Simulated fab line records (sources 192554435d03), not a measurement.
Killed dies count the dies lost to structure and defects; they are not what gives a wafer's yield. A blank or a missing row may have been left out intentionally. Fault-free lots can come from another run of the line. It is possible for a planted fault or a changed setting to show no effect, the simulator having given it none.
Split-lot study / flow n5_finfet / on a route of 1938 steps: 7 lots, 39 wafers read

== THE SPLIT ITSELF ==
At N5_BEOL_M10_TRENCH_ETCH_37 (etches SiCOH lowk in C4F6/O2, target depth 148.83 nm, time 48 s), the setting target_depth_a was moved away from the recipe's 1488.3 angstrom on 18 of the 39 wafers read, by -43.9% to +58.0%. For the rest of the wafers, this setting stayed at what the recipe calls for.

== FROM THE SPLIT TO THE READING: what the file shows between them, 8 steps ==
- N5_BEOL_M10_ETCH_41: etches SiCN in CH3F/O2, target depth 42.6 nm, time 86 s
- N5_BEOL_M10_STRIP_77: strips in N2/H2, time 10 s
- N5_BEOL_M10_OCD_MEAS_38
- N5_BEOL_M10_HM_STRIP_39: strips TiN in peroxide tin strip, target depth 25 nm, time 158 s
- N5_BEOL_M10_SRD_40: time 30 s
- N5_BEOL_M10_ECD_50: material Cu, target thk 318 nm
- N5_BEOL_M10_ANNEAL_51: time 90 s
- N5_BEOL_M10_CMP_52: polishes, stops on SiCOH lowk, t overpolish 7 s, target thk 140 nm

== THE READING ==
M10_THK, in nm, at N5_BEOL_M10_THK_MEAS_53 (measures by xrf). Fault-free wafers of this fab line usually give 139 nm, standard deviation 3.9 nm.

wafer=L075.1; tool, chamber at the split=rie_diel-01, 3; target_depth_a as run, angstrom=1918; against the recipe=+28.9%; M10_THK, nm=174; against lot-mates on the recipe=+39
wafer=L075.2; tool, chamber at the split=rie_diel-01, 0; target_depth_a as run, angstrom=1488.3; against the recipe=recipe; M10_THK, nm=133; against lot-mates on the recipe=-
wafer=L075.3; tool, chamber at the split=rie_diel-01, 2; target_depth_a as run, angstrom=1488.3; against the recipe=recipe; M10_THK, nm=137; against lot-mates on the recipe=-
wafer=L075.4; tool, chamber at the split=rie_diel-01, 1; target_depth_a as run, angstrom=1488.3; against the recipe=recipe; M10_THK, nm=135; against lot-mates on the recipe=-
wafer=L075.5; tool, chamber at the split=rie_diel-01, 0; target_depth_a as run, angstrom=1918; against the recipe=+28.9%; M10_THK, nm=175; against lot-mates on the recipe=+40
wafer=L075.6; tool, chamber at the split=rie_diel-01, 3; target_depth_a as run, angstrom=1918; against the recipe=+28.9%; M10_THK, nm=177; against lot-mates on the recipe=+42
wafer=L078.1; tool, chamber at the split=rie_diel-05, 1; target_depth_a as run, angstrom=1488.3; against the recipe=recipe; M10_THK, nm=130; against lot-mates on the recipe=-
wafer=L078.2; tool, chamber at the split=rie_diel-05, 3; target_depth_a as run, angstrom=2025; against the recipe=+36.1%; M10_THK, nm=190; against lot-mates on the recipe=+57
wafer=L078.3; tool, chamber at the split=rie_diel-05, 0; target_depth_a as run, angstrom=2025; against the recipe=+36.1%; M10_THK, nm=180; against lot-mates on the recipe=+47
wafer=L078.4; tool, chamber at the split=rie_diel-05, 0; target_depth_a as run, angstrom=1488.3; against the recipe=recipe; M10_THK, nm=131; against lot-mates on the recipe=-
wafer=L078.5; tool, chamber at the split=rie_diel-05, 1; target_depth_a as run, angstrom=2025; against the recipe=+36.1%; M10_THK, nm=185; against lot-mates on the recipe=+52
wafer=L078.6; tool, chamber at the split=rie_diel-05, 3; target_depth_a as run, angstrom=1488.3; against the recipe=recipe; M10_THK, nm=139; against lot-mates on the recipe=-
wafer=L084.3; tool, chamber at the split=rie_diel-01, 0; target_depth_a as run, angstrom=1488.3; against the recipe=recipe; M10_THK, nm=137; against lot-mates on the recipe=-
wafer=L084.4; tool, chamber at the split=rie_diel-01, 2; target_depth_a as run, angstrom=1488.3; against the recipe=recipe; M10_THK, nm=142; against lot-mates on the recipe=-
wafer=L084.5; tool, chamber at the split=rie_diel-01, 0; target_depth_a as run, angstrom=1488.3; against the recipe=recipe; M10_THK, nm=136; against lot-mates on the recipe=-
wafer=L085.1; tool, chamber at the split=rie_diel-03, 3; target_depth_a as run, angstrom=1488.3; against the recipe=recipe; M10_THK, nm=141; against lot-mates on the recipe=-
wafer=L085.2; tool, chamber at the split=rie_diel-03, 2; target_depth_a as run, angstrom=1488.3; against the recipe=recipe; M10_THK, nm=139; against lot-mates on the recipe=-
wafer=L085.3; tool, chamber at the split=rie_diel-03, 1; target_depth_a as run, angstrom=1488.3; against the recipe=recipe; M10_THK, nm=141; against lot-mates on the recipe=-
wafer=L085.4; tool, chamber at the split=rie_diel-03, 0; target_depth_a as run, angstrom=2238; against the recipe=+50.4%; M10_THK, nm=209; against lot-mates on the recipe=+69
wafer=L085.5; tool, chamber at the split=rie_diel-03, 1; target_depth_a as run, angstrom=2238; against the recipe=+50.4%; M10_THK, nm=220; against lot-mates on the recipe=+80
wafer=L085.6; tool, chamber at the split=rie_diel-03, 2; target_depth_a as run, angstrom=2238; against the recipe=+50.4%; M10_THK, nm=214; against lot-mates on the recipe=+74
wafer=L086.1; tool, chamber at the split=rie_diel-03, 3; target_depth_a as run, angstrom=834.8; against the recipe=-43.9%; M10_THK, nm=75; against lot-mates on the recipe=-65
wafer=L086.2; tool, chamber at the split=rie_diel-03, 1; target_depth_a as run, angstrom=1488.3; against the recipe=recipe; M10_THK, nm=144; against lot-mates on the recipe=-
wafer=L086.3; tool, chamber at the split=rie_diel-03, 2; target_depth_a as run, angstrom=1488.3; against the recipe=recipe; M10_THK, nm=140; against lot-mates on the recipe=-
wafer=L086.4; tool, chamber at the split=rie_diel-03, 0; target_depth_a as run, angstrom=1488.3; against the recipe=recipe; M10_THK, nm=136; against lot-mates on the recipe=-
wafer=L086.5; tool, chamber at the split=rie_diel-03, 0; target_depth_a as run, angstrom=834.8; against the recipe=-43.9%; M10_THK, nm=74; against lot-mates on the recipe=-66
wafer=L086.6; tool, chamber at the split=rie_diel-03, 1; target_depth_a as run, angstrom=834.8; against the recipe=-43.9%; M10_THK, nm=78; against lot-mates on the recipe=-62
wafer=L087.1; tool, chamber at the split=rie_diel-01, 1; target_depth_a as run, angstrom=2207; against the recipe=+48.3%; M10_THK, nm=203; against lot-mates on the recipe=+62
wafer=L087.2; tool, chamber at the split=rie_diel-01, 2; target_depth_a as run, angstrom=1488.3; against the recipe=recipe; M10_THK, nm=140; against lot-mates on the recipe=-
wafer=L087.3; tool, chamber at the split=rie_diel-01, 3; target_depth_a as run, angstrom=2207; against the recipe=+48.3%; M10_THK, nm=205; against lot-mates on the recipe=+64
wafer=L087.4; tool, chamber at the split=rie_diel-01, 0; target_depth_a as run, angstrom=1488.3; against the recipe=recipe; M10_THK, nm=146; against lot-mates on the recipe=-
wafer=L087.5; tool, chamber at the split=rie_diel-01, 2; target_depth_a as run, angstrom=2207; against the recipe=+48.3%; M10_THK, nm=213; against lot-mates on the recipe=+72
wafer=L087.6; tool, chamber at the split=rie_diel-01, 3; target_depth_a as run, angstrom=1488.3; against the recipe=recipe; M10_THK, nm=136; against lot-mates on the recipe=-
wafer=L090.1; tool, chamber at the split=rie_diel-01, 3; target_depth_a as run, angstrom=1488.3; against the recipe=recipe; M10_THK, nm=135; against lot-mates on the recipe=-
wafer=L090.2; tool, chamber at the split=rie_diel-01, 0; target_depth_a as run, angstrom=2352; against the recipe=+58.0%; M10_THK, nm=233; against lot-mates on the recipe=+94
wafer=L090.3; tool, chamber at the split=rie_diel-01, 2; target_depth_a as run, angstrom=1488.3; against the recipe=recipe; M10_THK, nm=140; against lot-mates on the recipe=-
wafer=L090.4; tool, chamber at the split=rie_diel-01, 3; target_depth_a as run, angstrom=2352; against the recipe=+58.0%; M10_THK, nm=220; against lot-mates on the recipe=+81
wafer=L090.5; tool, chamber at the split=rie_diel-01, 0; target_depth_a as run, angstrom=2352; against the recipe=+58.0%; M10_THK, nm=233; against lot-mates on the recipe=+94
wafer=L090.6; tool, chamber at the split=rie_diel-01, 2; target_depth_a as run, angstrom=1488.3; against the recipe=recipe; M10_THK, nm=142; against lot-mates on the recipe=-

FIT RESULTS
A straight line over all 39 wafers: M10_THK changes by +1.46 nm for each +1% of target_depth_a; r = +0.99; the points scatter about the line by 5 nm.
The same after taking each lot's own level away (the mean of its wafers on the recipe; 39 wafers): +1.47 nm for each +1%; r = +1.00; scatter 4.1 nm.
That fit puts the effect of the largest move of target_depth_a on the reading at 85 nm.
The lots' own levels span 133.3 to 140.7 nm, that is 1.9 times the standard deviation above.
The two slopes are in agreement: the lot-to-lot level therefore moves the slope only a little.
Check: +83.9 nm against its lot-mates is what the line predicts for one of the wafers moved furthest among these (+58.0%) when that wafer is left out of the fit. Against them it came out at +94 nm.

== THE WHOLE CHAIN: every reading that the file lists as answering this split, in the file's order ==
step=N5_BEOL_M10_TRENCH_ETCH_37; what it does=etches SiCOH lowk in C4F6/O2, target depth 148.83 nm, time 48 s; reading=etch.depth_nm (the simulator's own value, which no gauge read); change (the file's fit)=+1.47 nm for each +1% of the setting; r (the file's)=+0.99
step=N5_BEOL_M10_TRENCH_ETCH_37; what it does=etches SiCOH lowk in C4F6/O2, target depth 148.83 nm, time 48 s; reading=BEOL_M10.feature_depth_nm (the simulator's own value, which no gauge read); change (the file's fit)=+1.47 nm for each +1% of the setting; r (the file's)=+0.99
step=N5_BEOL_M10_TRENCH_ETCH_37; what it does=etches SiCOH lowk in C4F6/O2, target depth 148.83 nm, time 48 s; reading=TiN_of_BEOL_M10_HM_DEP_02.thk_nm (the simulator's own value, which no gauge read); change (the file's fit)=-0.0406 nm for each +1% of the setting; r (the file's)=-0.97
step=N5_BEOL_M10_OCD_MEAS_38; what it does=; reading=trench_depth_nm; change (the file's fit)=+1.47 nm for each +1% of the setting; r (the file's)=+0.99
step=N5_BEOL_M10_CMP_52; what it does=polishes, stops on SiCOH lowk, t overpolish 7 s, target thk 140 nm; reading=Cu_of_BEOL_M10_ECD_50.thk_nm (the simulator's own value, which no gauge read); change (the file's fit)=+1.46 nm for each +1% of the setting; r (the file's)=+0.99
step=N5_BEOL_M10_THK_MEAS_53; what it does=measures by xrf; reading=M10_THK; change (the file's fit)=+1.46 for each +1% of the setting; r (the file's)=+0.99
step=N5_BEOL_M10_RS_MEAS_57; what it does=measures by four-point-probe; reading=M10_RS; change (the file's fit)=not straight: 0.301 at the lowest setting, 0.153 at the recipe, 0.089 at the highest; r (the file's)=not given

== THE FILE'S OWN FIT ==
M10_THK changes by +1.46 nm for each +1% of target_depth_a, r = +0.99.
